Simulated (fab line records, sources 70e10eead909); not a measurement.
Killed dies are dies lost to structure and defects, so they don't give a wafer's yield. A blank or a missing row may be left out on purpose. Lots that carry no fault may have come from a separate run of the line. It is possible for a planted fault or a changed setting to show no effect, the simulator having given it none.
What tool caused it? ; flow nandHarc ; Sampling: 12 lots, 36 wafers, 5 of 1302 route steps

WHAT EACH GAUGE READ, for each wafer
NHARC_A_BLC_CD_MEAS_19.
lot;measured;on;cdNm (nm)
L076;day 22 20:07;cdSem-01;99.2 100.5 99.4
L077;day 23 11:17;cdSem-01;98.8 97.7 97.5
L078;day 24 01:22;cdSem-02;100.7 99.3 102.2
L083;day 25 19:01;cdSem-03;100.9 98.8 100.0
L085;day 26 05:19;cdSem-01;99.5 102.4 101.3
L084;day 26 07:23;cdSem-01;95.5 96.3 99.1
L089;day 28 18:07;cdSem-01;99.5 101.8 101.7
L088;day 29 06:16;cdSem-02;99.5 98.8 100.6
L093;day 29 18:31;cdSem-01;103.0 97.4 103.4
L092;day 30 12:42;cdSem-02;99.5 100.2 99.3
L095;day 31 03:21;cdSem-03;100.5 99.2 102.1
L096;day 33 12:16;cdSem-03;99.2 102.9 98.6

WHICH TOOL RAN EACH LOT (tool, then ch and the chambers of the sampled wafers, then the start)
lot;NHARC_A_CONTACT_ETCH_88;NHARC_A_CONTACT_ETCH_134;NHARC_A_CONTACT_ETCH_139;NHARC_A_BLC_ETCH_18
L076;rieDiel-12 ch 1,2,3, day 22 12:44;harCapEtch-01 ch 0,1, day 22 13:49;harCapEtch-01 ch 0,1, day 22 15:07;rieDiel-01 ch 0,2,3, day 22 20:07 or earlier
L077;rieDiel-07 ch 0,2,3, day 23 04:03;harCapEtch-03 ch 0,1, day 23 05:10;harCapEtch-03 ch 0,1, day 23 06:28;rieDiel-01 ch 2,3, day 23 11:17 or earlier
L078;rieDiel-12 ch 1,2,3, day 23 17:58;harCapEtch-01 ch 0,1, day 23 19:02;harCapEtch-01 ch 0,1, day 23 20:20;rieDiel-02 ch 0,2,3, day 24 01:22 or earlier
L083;rieDiel-07 ch 0,2, day 25 08:09;harCapEtch-03 ch 0,1, day 25 09:11;harCapEtch-03 ch 0,1, day 25 10:50;rieDiel-01 ch 0,1,3, day 25 19:01 or earlier
L085;rieDiel-07 ch 0,1,2, day 25 22:13;harCapEtch-01 ch 0,1, day 25 23:17;harCapEtch-01 ch 0,1, day 26 00:34;rieDiel-01 ch 0,2,3, day 26 05:19 or earlier
L084;rieDiel-07 ch 0,1,2, day 26 00:04;harCapEtch-03 ch 0,1, day 26 01:07;harCapEtch-03 ch 0,1, day 26 02:23;rieDiel-01 ch 0,2,3, day 26 07:23 or earlier
L089;rieDiel-12 ch 0,1,2, day 28 11:01;harCapEtch-03 ch 0,1, day 28 12:04;harCapEtch-03 ch 0,1, day 28 13:20;rieDiel-01 ch 1,3, day 28 18:07 or earlier
L088;rieDiel-07 ch 0,2,3, day 28 23:02;harCapEtch-03 ch 0,1, day 29 00:04;harCapEtch-03 ch 0,1, day 29 01:22;rieDiel-01 ch 0,1,2, day 29 06:16 or earlier
L093;rieDiel-12 ch 0,1, day 29 10:45;harCapEtch-02 ch 0,1, day 29 11:50;harCapEtch-02 ch 0,1, day 29 13:34;rieDiel-02 ch 1,2, day 29 18:31 or earlier
L092;rieDiel-12 ch 0,2, day 30 05:03;harCapEtch-01 ch 0,1, day 30 06:06;harCapEtch-01 ch 0,1, day 30 07:49;rieDiel-02 ch 1,3, day 30 12:42 or earlier
L095;rieDiel-07 ch 2,3, day 30 19:17;harCapEtch-01 ch 0,1, day 30 20:20;harCapEtch-01 ch 0,1, day 30 22:25;rieDiel-01 ch 1,2,3, day 31 03:21 or earlier
L096;rieDiel-12 ch 0,1,3, day 33 05:13;harCapEtch-03 ch 0,1, day 33 06:16;harCapEtch-03 ch 0,1, day 33 07:34;rieDiel-01 ch 2,3, day 33 12:16 or earlier
- NHARC_A_CONTACT_ETCH_88: etches the open film in CF4, target depth 39 nm, time 65 s.
- NHARC_A_CONTACT_ETCH_134: etches the open film in C4F8/O2/Ar, time 140 s, target depth 700 nm.
- NHARC_A_CONTACT_ETCH_139: etches the open film in C4F8/O2/Ar, time 195 s, target depth 840 nm.
- NHARC_A_BLC_ETCH_18: etches the open film in C4F8/O2/Ar, target depth 910 nm.

THE ANSWER, worked out from the rows above alone
Rule: usual is defined by the lots themselves. The widest of any qualifying gaps counts: lots, ordered by their means at a reading, are off when they make up no more than a third of the lots, leave a main group of 4 or more, and stand apart from it by 3 or more times the standard deviation of that group's means. The tables above print the reading to a certain number of digits; a main group whose means all agree to those digits is not used. Also off: a lot with no number at a reading for which 4 or more lots have one. Where the step has rows for the other lots, those lots are counted as sound.
No lot is off on any of the readings shown, so nothing can be concluded from this.

WHAT THE SIMULATOR PUT IN
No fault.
